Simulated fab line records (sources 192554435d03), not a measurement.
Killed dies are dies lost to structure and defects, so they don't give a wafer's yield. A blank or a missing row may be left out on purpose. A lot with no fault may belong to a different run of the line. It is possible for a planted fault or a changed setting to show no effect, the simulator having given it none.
Code-filled problem report in 8D (eight disciplines) form :: flow n5 finfet :: the parts of the form that need people (team, actions taken, sign-off) are left out

## 1. PROBLEM STATEMENT
Mean of sort_bin_5_function at N5_PASSIVATION_PROBE_49: 96.1 % across 5 wafers in 3 lots; on wafers with no fault it is 5.1 % (standard deviation 0.88). So: +99 or more standard deviations from the usual mean.
First seen on wafer L548.1, day 16 09:18, on prober-01. Wafers with a number at this step in the record: 13, from 5 lots. Rule for "out", or "out of limits": more than 4 standard deviations from the usual mean. The other wafers with a number count as sound.

## 2. WHAT IT IS; WHAT IT IS NOT
question: which readings at this step
is: sort_bin_5_function, defect limited yield, killed_at_M0_to_M3, killed dies, killed on rim, sort n pass, sort yield pct
is not: killed_at_M4_up, killed at contacts, killed at other, killed open, killed short, sort_bin_6_memory

question: which lots
is: L548, L549, L551
is not: L542, L547

question: which wafers of those lots
is: L548.1, L548.4, L549.4, L551.1, L551.4
is not: L548.2, L549.6

question: read on which tools
is: prober-01, prober-02
is not: -

question: when
is: from day 16 09:18
is not: up to then (3 sound wafers); but 5 sound wafers of L547, L548, L549 came after

## 3. THE SUSPECTS, EACH WITH WHAT RULES IT OUT
Counting: if a tool at a process step up to the reading ran every lot that is out, it stays a suspect. Sound lots after the first of them don't rule it out here, since some wafers of a struck lot are sound.
- pecvd-04 at N5_BEOL_M0_SAQP_PECVD_00 (deposits SiCN from 3MS/NH3, target thk 8 nm, time 14 s): kept. It processed each lot that is out (first: L548, day 9 09:04); up to then, its last sound lot is L547 (day 9 06:04).
Remaining after the count: pecvd-04 at N5_BEOL_M0_SAQP_PECVD_00.

## 4. THE CAUSE (what the simulator had put in)
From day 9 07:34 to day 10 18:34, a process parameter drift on pecvd-04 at N5_BEOL_M0_SAQP_PECVD_00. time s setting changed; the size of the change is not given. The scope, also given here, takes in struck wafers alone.
Only this tool survived the counting.

## 5. THE EFFECT CHAIN, in route order
One row per reading whose mean, taken over the struck wafers that have a number, lies over 3 standard deviations from the usual. Only readings for which the record gives a usual standard deviation are gone through. hours: the time from each lot's start at the first step in this table that gives one to its start at this step, as a median over the lots. sigmas: the change in usual standard deviations.
hours: 0
step: N5_BEOL_M0_RS_MEAS_126
reading: M0_RS
usual: 0.530 ohm/sq
on struck wafers: 0.467
change: -0.063
sigmas: -3.2

hours: 175
step: N5_PASSIVATION_PROBE_49
reading: defect limited yield
usual: 91.3 %
on struck wafers: 0.0
change: -91.3
sigmas: -65

hours: 175
step: N5_PASSIVATION_PROBE_49
reading: killed_at_M0_to_M3
usual: 33
on struck wafers: 1101
change: +1068
sigmas: +97

hours: 175
step: N5_PASSIVATION_PROBE_49
reading: killed dies
usual: 102
on struck wafers: 1180
change: +1078
sigmas: +63

hours: 175
step: N5_PASSIVATION_PROBE_49
reading: killed on rim
usual: 13
on struck wafers: 152
change: +139
sigmas: +34

hours: 175
step: N5_PASSIVATION_PROBE_49
reading: sort_bin_5_function
usual: 5.1 %
on struck wafers: 96.1
change: +91.0
sigmas: +99 or more

hours: 175
step: N5_PASSIVATION_PROBE_49
reading: sort n pass
usual: 1078
on struck wafers: 0
change: -1078
sigmas: -63

hours: 175
step: N5_PASSIVATION_PROBE_49
reading: sort yield pct
usual: 91.3 %
on struck wafers: 0.0
change: -91.3
sigmas: -65
Its process steps:
- N5_PASSIVATION_PROBE_49

## 6. HOW IT WOULD HAVE BEEN CAUGHT EARLIER
In this record the first reading out of limits was taken at day 16 09:18, 170 hours after the fault began at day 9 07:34.
No tool reading at N5_BEOL_M0_SAQP_PECVD_00 that has a usual standard deviation in the record was out on any struck wafer, so an alarm limit of 4 standard deviations on those readings would not have fired.
The start of N5_BEOL_M0_SAQP_PECVD_00 on pecvd-04 came by day 16 09:18 for every one of the lots that are out (3). None of them would have been spared by holding the tool at that moment.
